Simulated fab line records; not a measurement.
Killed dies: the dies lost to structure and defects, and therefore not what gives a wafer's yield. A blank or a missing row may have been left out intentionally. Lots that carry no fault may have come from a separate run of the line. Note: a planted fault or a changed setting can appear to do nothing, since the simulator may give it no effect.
fab line records -- flow n5Finfet
record: lots: 15, wafers: 41, lastDay: 18
route steps=1938 shown BEOL_M15@1795 MIM_BOT_LITHO@1858
lots with no fault: from the same line, run without faults
startH: start of the lot's first displayed wafer, in hours after the record's first day -- waitH: hours elapsed since this lot's preceding step -- " same as the row above -- L1.1+2: a single row standing in for several wafers -- - either no value or no given start -- * or withheld: withheld -- < > ~ a bound
route shown NAME@n: NAME is a module with steps in the file, n the number in the route of the first one -- usual: mean/standard deviation taken from wafers without a fault -- same: alike in all rows -- chamber/n: place in a boat -- sites: the reading at each site -- _std_site: standard deviation of those values -- _edge_site: the outer-site mean with the inner-site mean subtracted -- radiusMm: for every site, how far away it sits from the centre of the wafer -- mask NAME#n: copy n -- behind: the most recent tool/chamber to have shaped the wafer -- hold: the reason the lot was held/the length of the hold in hours/how it ended -- device: the n, p or np transistor that did not switch -- end of line: tests of these same wafers at the route's end -- a step with no rows: only its recipe -- killed: not the wafer's yield, but the dies lost to structure and defects at the first sort -- map: shows each die of a wafer: x if killed, . if not, _ if none is there
set.NAME: the setting as run; set.NAME@STEP: as run at that earlier step -- model.NAME: the simulator's own value behind a step, which no gauge read
route steps across a sampled set of lots; one table per step, one row per wafer
services: from which hour (startH, from the record's first day; less than 0 if before it) a tool's chamber was out of use, for how many hours, and why
== steps ==
step: N5_BEOL_M15_ETCH_57
recipe: chemistry: N2/H2, target: SOC, sourceW: 3000, biasW: 350, timeS: 750, ionEnergyEv: 200, pressureMtorr: 30, n2FlowSccm: 200, h2FlowSccm: 200
usual: chamberPressureMTorr: 30.003/0.03, drypumpMotorCurrentA: 5.7/0.41, oesProductAu: 0.81/0.081, rfVppV: 522.7/2.6, showerheadPlenumPTorr: 2.50/0.088, throttleValvePct: 17.77/0.2
lot.wafer,tool,chamber,startH,waitH,chamberPressureMTorr,drypumpMotorCurrentA,oesProductAu,rfHoursCounterH,rfVppV,showerheadPlenumPTorr,throttleValvePct
L644.3,rieDiel-02,3,283.96,-,30.000,5.5,0.71,193,523.5,2.52,17.78
L644.4,rieDiel-02,0,283.96,-,30.024,5.0,0.75,-,517.8,2.35,18.00
L644.5,rieDiel-02,3,283.96,-,29.980,5.5,0.70,-,524.2,2.52,17.78
L646.1,rieDiel-04,1,285.23,-,30.044,6.2,0.77,130,525.1,2.56,17.76
L646.2,rieDiel-04,2,285.23,-,29.960,5.5,0.91,26,526.4,2.58,17.61
L646.4,rieDiel-04,3,285.23,-,30.069,6.0,0.88,37,523.0,2.48,17.58
L648.2,rieDiel-02,3,297.32,-,29.989,5.4,0.71,197,523.9,2.52,17.78
L648.3,rieDiel-02,0,297.32,-,29.999,5.0,0.76,184,517.8,2.34,18.01
L648.6,rieDiel-02,2,297.32,-,29.963,5.8,1.01,-,522.7,2.51,17.49
L649.2,rieDiel-02,3,297.79,-,30.016,5.4,0.72,197,523.9,2.52,17.78
L649.3,rieDiel-02,1,297.79,-,30.001,5.2,0.84,60,521.8,2.48,17.53
L649.4,rieDiel-02,0,297.79,-,29.932,5.0,0.76,184,519.5,2.34,18.01
L650.2,rieDiel-04,1,308.84,-,29.934,6.2,0.76,138,524.8,2.55,17.78
L650.4,rieDiel-04,2,308.84,-,30.022,5.5,0.90,33,525.6,2.58,17.61
L650.5,rieDiel-04,3,308.84,-,30.011,6.0,0.88,-,522.1,2.48,17.60
L651.5,rieDiel-02,1,314.28,-,29.973,5.2,0.84,-,521.5,2.47,17.54
L651.6,rieDiel-02,2,314.28,-,29.969,5.8,0.97,-,522.2,2.51,17.50
L653.4,rieDiel-03,2,328.11,-,29.968,5.7,0.81,-,525.5,2.56,17.80
L653.5,rieDiel-03,1,328.11,-,29.957,5.8,0.87,-,524.7,2.60,17.78
L653.6,rieDiel-03,0,328.11,-,29.977,5.4,0.70,-,521.6,2.51,18.28
L655.1,rieDiel-03,2,342.22,-,29.997,5.7,0.79,104,523.9,2.56,17.81
L655.5,rieDiel-03,2,342.22,-,30.010,5.7,0.80,-,523.9,2.56,17.81
L654.2,rieDiel-02,0,343.12,-,30.039,5.0,0.75,197,517.8,2.34,18.03
L654.4,rieDiel-02,3,343.12,-,30.051,5.5,0.69,211,523.4,2.51,17.81
L654.6,rieDiel-02,3,343.12,-,29.966,5.4,0.69,-,523.0,2.51,17.82
L659.4,rieDiel-03,0,345.93,-,29.969,5.4,0.70,234,524.2,2.51,18.29
L659.5,rieDiel-03,3,345.93,-,29.984,6.3,0.77,-,525.7,2.65,17.79
L659.6,rieDiel-03,2,345.93,-,30.010,5.7,0.79,-,525.2,2.56,17.82
L657.1,rieDiel-03,1,351.98,-,29.990,5.8,0.86,53,523.9,2.60,17.78
L657.2,rieDiel-03,0,351.98,-,29.983,5.4,0.69,235,523.9,2.51,18.31
L657.3,rieDiel-03,3,351.98,-,30.014,6.3,0.76,153,527.2,2.65,17.80
L663.4,rieDiel-02,3,367.84,-,30.033,5.5,0.70,218,524.6,2.51,17.83
L663.6,rieDiel-02,2,367.84,-,30.011,5.8,0.93,-,523.1,2.50,17.54
L664.2,rieDiel-02,1,386.31,-,30.068,5.2,0.81,87,522.2,2.46,17.56
L664.3,rieDiel-02,3,386.31,-,29.917,5.5,0.68,224,523.2,2.51,17.84
L664.6,rieDiel-02,1,386.31,-,30.002,5.2,0.81,-,520.6,2.46,17.58
L667.2,rieDiel-04,2,397.35,-,30.006,5.5,0.85,59,522.9,2.57,17.65
L667.3,rieDiel-04,1,397.35,-,30.009,6.2,0.73,164,522.6,2.54,17.81
L667.5,rieDiel-04,1,397.35,-,30.001,6.2,0.74,-,523.7,2.54,17.82
L666.4,rieDiel-04,2,404.19,-,30.003,5.5,0.84,62,525.5,2.57,17.67
L666.6,rieDiel-04,2,404.19,-,29.953,5.5,0.85,-,525.4,2.57,17.66
step: N5_BEOL_M15_STRIP_36
recipe: chemistry: O2, powerW: 600, tempC: 60, pressureMtorr: 30, rfFrequencyHz: 6e+07, biasPowerW: 0, overashFraction: 0.3, o2FlowSccm: 225
usual: chamberPressureMTorr: 30.00/0.054, drypumpMotorCurrentA: 5.7/0.43, oesProductAu: 0.80/0.08, rfVppV: 3.6/0.91, showerheadPlenumPTorr: 2.06/0.081, throttleValvePct: 16.70/0.24
lot.wafer,tool,chamber,startH,waitH,chamberPressureMTorr,drypumpMotorCurrentA,oesProductAu,rfHoursCounterH,rfVppV,showerheadPlenumPTorr,throttleValvePct
L644.3,rieDiel-02,3,285.38,0.0,30.05,5.4,0.70,194,4.6,2.09,16.81
L644.4,rieDiel-02,0,285.38,0.0,30.04,5.0,0.76,181,3.5,1.92,16.82
L644.5,rieDiel-02,0,285.38,0.0,30.01,5.0,0.76,-,4.2,1.92,16.87
L646.1,rieDiel-02,0,289.03,2.5,30.07,5.0,0.75,182,5.1,1.92,16.85
L646.2,rieDiel-02,1,289.03,2.5,30.01,5.2,0.85,57,4.8,2.05,16.34
L646.4,rieDiel-02,3,289.03,2.5,30.00,5.4,0.71,195,2.6,2.09,16.82
L648.2,rieDiel-02,2,299.41,0.0,29.94,5.8,0.99,5,3.9,2.05,16.20
L648.3,rieDiel-02,3,299.41,0.0,29.88,5.4,0.69,198,3.8,2.09,16.82
L648.6,rieDiel-02,1,299.41,0.0,29.93,5.2,0.85,-,2.7,2.04,16.34
L649.2,rieDiel-02,2,301.70,2.0,29.97,5.7,0.98,6,3.4,2.05,16.20
L649.3,rieDiel-02,1,301.70,2.0,30.07,5.2,0.86,62,3.3,2.04,16.33
L649.4,rieDiel-02,0,301.70,2.0,29.99,5.0,0.76,186,1.6,1.92,16.85
L650.2,rieDiel-03,0,312.10,1.8,30.01,5.4,0.68,222,4.4,2.09,17.24
L650.4,rieDiel-03,3,312.10,1.8,29.97,6.3,0.77,141,4.7,2.19,16.76
L650.5,rieDiel-03,1,312.10,1.8,29.95,5.8,0.88,-,4.2,2.13,16.51
L651.5,rieDiel-04,3,319.37,4.0,29.97,6.0,0.87,-,3.0,2.05,16.62
L651.6,rieDiel-04,2,319.37,4.0,29.96,5.5,0.90,-,4.0,2.16,16.69
L653.4,rieDiel-03,1,331.41,2.3,29.98,5.8,0.87,45,1.9,2.13,16.53
L653.5,rieDiel-03,1,331.41,2.3,29.93,5.8,0.86,-,4.7,2.13,16.52
L653.6,rieDiel-03,2,331.41,2.3,30.01,5.7,0.80,-,2.3,2.11,16.70
L655.1,rieDiel-03,0,345.02,1.4,29.99,5.4,0.69,233,4.3,2.09,17.26
L655.5,rieDiel-03,0,345.02,1.4,30.07,5.4,0.68,-,2.4,2.09,17.25
L654.2,rieDiel-02,0,345.08,0.7,29.90,5.0,0.76,198,2.6,1.92,16.93
L654.4,rieDiel-02,1,345.08,0.7,29.99,5.2,0.83,74,4.5,2.04,16.38
L654.6,rieDiel-02,3,345.08,0.7,30.13,5.4,0.69,-,4.0,2.09,16.85
L659.4,rieDiel-02,3,348.14,1.1,29.97,5.5,0.68,213,3.8,2.08,16.87
L659.5,rieDiel-02,1,348.14,1.1,30.03,5.2,0.82,-,2.8,2.04,16.39
L659.6,rieDiel-02,2,348.14,1.1,30.01,5.7,0.93,-,5.0,2.04,16.25
L657.1,rieDiel-03,1,357.08,3.8,29.93,5.8,0.86,54,3.3,2.13,16.55
L657.2,rieDiel-03,2,357.08,3.8,30.15,5.7,0.78,109,3.7,2.11,16.73
L657.3,rieDiel-03,0,357.08,3.8,29.83,5.4,0.68,237,5.2,2.09,17.28
L663.4,rieDiel-02,3,369.91,0.8,30.04,5.4,0.68,219,3.3,2.08,16.87
L663.6,rieDiel-02,0,369.91,0.8,29.92,5.0,0.75,-,4.1,1.91,16.91
L664.2,rieDiel-03,0,388.06,0.6,29.97,5.4,0.66,247,4.6,2.08,17.28
L664.3,rieDiel-03,3,388.06,0.6,30.01,6.3,0.75,164,5.2,2.18,16.82
L664.6,rieDiel-03,2,388.06,0.6,30.10,5.7,0.79,-,4.2,2.10,16.74
L667.2,rieDiel-04,1,401.40,2.9,29.97,6.2,0.73,166,3.8,2.07,16.61
L667.3,rieDiel-04,2,401.40,2.9,29.90,5.5,0.85,61,3.4,2.15,16.71
L667.5,rieDiel-04,1,401.40,2.9,30.04,6.2,0.73,-,1.4,2.07,16.57
L666.4,rieDiel-02,1,405.37,0.0,30.05,5.2,0.79,94,4.5,2.03,16.45
L666.6,rieDiel-02,1,405.37,0.0,30.00,5.2,0.81,-,4.4,2.03,16.45
step: N5_BEOL_M15_STRIP_62
recipe: chemistry: O2, powerW: 600, tempC: 60, pressureMtorr: 30, rfFrequencyHz: 6e+07, biasPowerW: 0, overashFraction: 0.3, o2FlowSccm: 225
usual: chamberPressureMTorr: 30.002/0.029, drypumpMotorCurrentA: 5.7/0.44, oesProductAu: 0.80/0.079, rfVppV: 3.6/0.48, showerheadPlenumPTorr: 2.06/0.08, throttleValvePct: 16.70/0.24
lot.wafer,tool,chamber,startH,waitH,chamberPressureMTorr,drypumpMotorCurrentA,oesProductAu,rfHoursCounterH,rfVppV,showerheadPlenumPTorr,throttleValvePct
L644.3,rieDiel-02,3,-,-,30.010,5.5,0.70,194,3.6,2.09,16.82
L644.4,rieDiel-02,0,-,-,30.031,5.0,0.76,181,3.9,1.92,16.86
L644.5,rieDiel-02,0,-,-,29.993,5.0,0.75,-,3.8,1.92,16.86
L646.1,rieDiel-02,0,-,-,30.002,5.0,0.76,182,3.9,1.92,16.86
L646.2,rieDiel-02,1,-,-,30.007,5.2,0.85,57,3.7,2.05,16.36
L646.4,rieDiel-02,3,-,-,30.007,5.5,0.70,195,4.1,2.09,16.82
L648.2,rieDiel-02,2,-,-,29.965,5.8,0.99,5,3.5,2.04,16.20
L648.3,rieDiel-02,3,-,-,29.978,5.5,0.71,198,3.2,2.09,16.83
L648.6,rieDiel-02,1,-,-,29.992,5.2,0.85,-,4.1,2.04,16.36
L649.2,rieDiel-02,2,-,-,30.007,5.7,0.98,6,3.4,2.04,16.20
L649.3,rieDiel-02,1,-,-,30.012,5.2,0.85,62,3.5,2.04,16.35
L649.4,rieDiel-02,0,-,-,29.991,5.0,0.75,186,4.2,1.92,16.86
L650.2,rieDiel-03,0,-,-,29.998,5.4,0.70,222,3.5,2.09,17.25
L650.4,rieDiel-03,3,-,-,29.974,6.3,0.77,141,3.2,2.19,16.77
L650.5,rieDiel-03,1,-,-,29.985,5.8,0.89,-,3.6,2.13,16.51
L651.5,rieDiel-04,3,-,-,29.981,6.0,0.87,-,3.5,2.05,16.60
L651.6,rieDiel-04,2,-,-,30.057,5.5,0.89,-,3.4,2.16,16.69
L653.4,rieDiel-03,1,-,-,29.989,5.8,0.87,45,3.0,2.13,16.54
L653.5,rieDiel-03,1,-,-,30.012,5.8,0.88,-,4.3,2.13,16.56
L653.6,rieDiel-03,2,-,-,29.986,5.7,0.79,-,3.6,2.11,16.73
L655.1,rieDiel-03,0,-,-,29.984,5.4,0.68,233,3.1,2.09,17.27
L655.5,rieDiel-03,0,-,-,30.003,5.4,0.69,-,3.3,2.09,17.30
L654.2,rieDiel-02,0,-,-,30.055,5.0,0.74,198,3.3,1.92,16.89
L654.4,rieDiel-02,1,-,-,30.026,5.2,0.83,74,3.6,2.04,16.39
L654.6,rieDiel-02,3,-,-,30.013,5.4,0.69,-,3.7,2.08,16.87
L659.4,rieDiel-02,3,-,-,30.029,5.4,0.70,213,3.8,2.08,16.85
L659.5,rieDiel-02,1,-,-,29.969,5.2,0.83,-,3.2,2.04,16.38
L659.6,rieDiel-02,2,-,-,30.012,5.7,0.94,-,3.9,2.04,16.24
L657.1,rieDiel-03,1,-,-,30.025,5.8,0.85,54,3.9,2.13,16.55
L657.2,rieDiel-03,2,-,-,29.968,5.7,0.78,109,3.3,2.11,16.74
L657.3,rieDiel-03,0,-,-,29.999,5.4,0.68,237,3.7,2.09,17.27
L663.4,rieDiel-02,3,-,-,29.982,5.4,0.68,219,3.9,2.08,16.87
L663.6,rieDiel-02,0,-,-,30.047,5.0,0.74,-,4.3,1.91,16.89
L664.2,rieDiel-03,0,-,-,30.013,5.4,0.67,247,3.6,2.09,17.28
L664.3,rieDiel-03,3,-,-,30.002,6.3,0.75,164,4.3,2.18,16.82
L664.6,rieDiel-03,2,-,-,30.040,5.7,0.78,-,4.0,2.10,16.74
L667.2,rieDiel-04,1,-,-,30.023,6.2,0.73,166,4.1,2.07,16.60
L667.3,rieDiel-04,2,-,-,30.017,5.5,0.85,61,3.4,2.15,16.73
L667.5,rieDiel-04,1,-,-,29.973,6.2,0.74,-,3.2,2.07,16.61
L666.4,rieDiel-02,1,-,-,29.988,5.2,0.80,94,4.5,2.03,16.41
L666.6,rieDiel-02,1,-,-,30.036,5.2,0.80,-,4.2,2.03,16.43
step: N5_MIM_BOT_LITHO_EXPOSE_05
recipe: maskId: MIM_BOT, na: 0.55, sourceShape: conventional, sigmaOuter: 0.8, polarization: unpolarized, doseMj: 24.25
usual: exposureDoseMJCm2: 24.255/0.023, focusOffsetNm: -0.1/0.57, sigmaOuter: 0.8/0
lot.wafer,tool,chamber,startH,waitH,mask,exposureDoseMJCm2,focusOffsetNm,sigmaOuter
L644.3,krfScanner-02,0,293.73,-,MIM_BOT#0,24.279,1.0,0.8
L644.4,krfScanner-02,0,293.73,-,MIM_BOT#0,24.263,0.3,0.8
L644.5,krfScanner-02,0,293.73,-,MIM_BOT#0,24.284,0.0,0.8
L646.1,krfScanner-01,0,295.15,-,MIM_BOT#0,24.253,0.2,0.8
L646.2,krfScanner-01,0,295.15,-,MIM_BOT#0,24.273,0.4,0.8
L646.4,krfScanner-01,0,295.15,-,MIM_BOT#0,24.255,-0.3,0.8
L648.2,krfScanner-01,0,304.40,-,MIM_BOT#0,24.272,0.3,0.8
L648.3,krfScanner-01,0,304.40,-,MIM_BOT#0,24.268,-0.7,0.8
L648.6,krfScanner-01,0,304.40,-,MIM_BOT#0,24.267,-0.6,0.8
L649.2,krfScanner-02,0,307.72,-,MIM_BOT#0,24.273,0.0,0.8
L649.3,krfScanner-02,0,307.72,-,MIM_BOT#0,24.259,0.5,0.8
L649.4,krfScanner-02,0,307.72,-,MIM_BOT#0,24.273,-0.2,0.8
L650.2,krfScanner-02,0,319.80,-,MIM_BOT#0,24.303,-0.3,0.8
L650.4,krfScanner-02,0,319.80,-,MIM_BOT#0,24.291,0.2,0.8
L650.5,krfScanner-02,0,319.80,-,MIM_BOT#0,24.295,-0.2,0.8
L651.5,krfScanner-02,0,327.45,-,MIM_BOT#0,24.217,-0.5,0.8
L651.6,krfScanner-02,0,327.45,-,MIM_BOT#0,24.227,-0.6,0.8
L653.4,krfScanner-02,0,338.28,-,MIM_BOT#0,24.277,0.9,0.8
L653.5,krfScanner-02,0,338.28,-,MIM_BOT#0,24.254,0.2,0.8
L653.6,krfScanner-02,0,338.28,-,MIM_BOT#0,24.235,0.0,0.8
L655.1,krfScanner-01,0,356.06,-,MIM_BOT#0,24.297,0.1,0.8
L655.5,krfScanner-01,0,356.06,-,MIM_BOT#0,24.268,0.8,0.8
L654.2,krfScanner-01,-,356.95,-,MIM_BOT#0,-,-,-
L654.4,krfScanner-01,-,356.95,-,MIM_BOT#0,-,-,-
L654.6,krfScanner-01,-,356.95,-,MIM_BOT#0,-,-,-
L659.4,krfScanner-01,-,357.52,-,MIM_BOT#0,-,-,-
L659.5,krfScanner-01,-,357.52,-,MIM_BOT#0,-,-,-
L659.6,krfScanner-01,-,357.52,-,MIM_BOT#0,-,-,-
L657.1,krfScanner-02,-,364.38,-,MIM_BOT#0,-,-,-
L657.2,krfScanner-02,-,364.38,-,MIM_BOT#0,-,-,-
L657.3,krfScanner-02,-,364.38,-,MIM_BOT#0,-,-,-
L663.4,krfScanner-01,0,376.30,-,MIM_BOT#0,24.272,0.1,0.8
L663.6,krfScanner-01,0,376.30,-,MIM_BOT#0,24.263,-0.6,0.8
L664.2,krfScanner-02,0,395.62,-,MIM_BOT#0,24.231,-0.3,0.8
L664.3,krfScanner-02,0,395.62,-,MIM_BOT#0,24.288,-0.4,0.8
L664.6,krfScanner-02,0,395.62,-,MIM_BOT#0,24.243,-0.8,0.8
L667.2,krfScanner-02,0,407.56,-,MIM_BOT#0,24.263,0.0,0.8
L667.3,krfScanner-02,0,407.56,-,MIM_BOT#0,24.299,0.6,0.8
L667.5,krfScanner-02,0,407.56,-,MIM_BOT#0,24.254,1.0,0.8
L666.4,krfScanner-01,0,412.28,-,MIM_BOT#0,24.255,0.1,0.8
L666.6,krfScanner-01,0,412.28,-,MIM_BOT#0,24.292,-0.3,0.8
== services ==
tool,chamber,startH,hours,kind
rieDiel-02,2,266.34,-,clean
rieDiel-02,2,266.34,-,consumableReplace:focusRing
rieDiel-02,2,266.34,18.4,scheduledDown
rieDiel-02,2,266.34,18.4,ventCycle
krfScanner-01,-,272.00,0.8,pm
rieDiel-04,2,277.56,5.6,repair
krfScanner-02,-,282.65,3.0,repair
krfScanner-01,-,291.20,0.6,repair
krfScanner-01,-,300.56,1.0,pm
krfScanner-02,-,309.87,1.0,pm
krfScanner-01,-,311.61,1.3,pm
krfScanner-01,0,314.37,-,calibration
krfScanner-01,-,320.53,0.3,repair
krfScanner-02,0,324.82,-,calibration
rieDiel-03,3,325.77,3.3,repair
krfScanner-02,-,357.60,0.8,repair
krfScanner-01,-,383.87,0.8,repair
krfScanner-02,-,384.22,2.8,repair
rieDiel-03,0,401.16,-,clean
rieDiel-03,0,401.16,-,consumableReplace:focusRing
rieDiel-03,0,401.16,20.1,scheduledDown
rieDiel-03,0,401.16,20.1,ventCycle
krfScanner-02,-,408.61,1.3,pm
krfScanner-02,-,409.91,0.8,pm
== key ==
firstSign: step: N5_MIM_BOT_LITHO_EXPOSE_05, reading: toolRecord, direction: missing
effect none on later readings
metAt N5_MIM_BOT_LITHO_EXPOSE_05
struckLots L654,L657,L659
laterRowsLeftOut L654.2,L654.4,L654.6,L657.1,L657.2,L657.3,L659.4,L659.5,L659.6
sortLeftOut L654.2,L654.4,L654.6,L657.1,L657.2,L657.3,L659.4,L659.5,L659.6
notActingAt N5_BEOL_M15_ETCH_57,N5_BEOL_M15_STRIP_36,N5_BEOL_M15_STRIP_62
onsetBetween 356.06 356.95
fault: kind: skippedStepWhole, tool: krfScanner-01,krfScanner-02, chamber: -, onsetH: 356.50, steps: N5_MIM_BOT_LITHO_EXPOSE_05, scope: struckLotsOnly
sortLeftOut: the simulated sort isn't trusted on such a fault, so these wafers' sort isn't shown, and their yield isn't known
laterRowsLeftOut: the simulator's readings of these wafers behind a module that went badly wrong aren't trusted and aren't shown, but for the sort
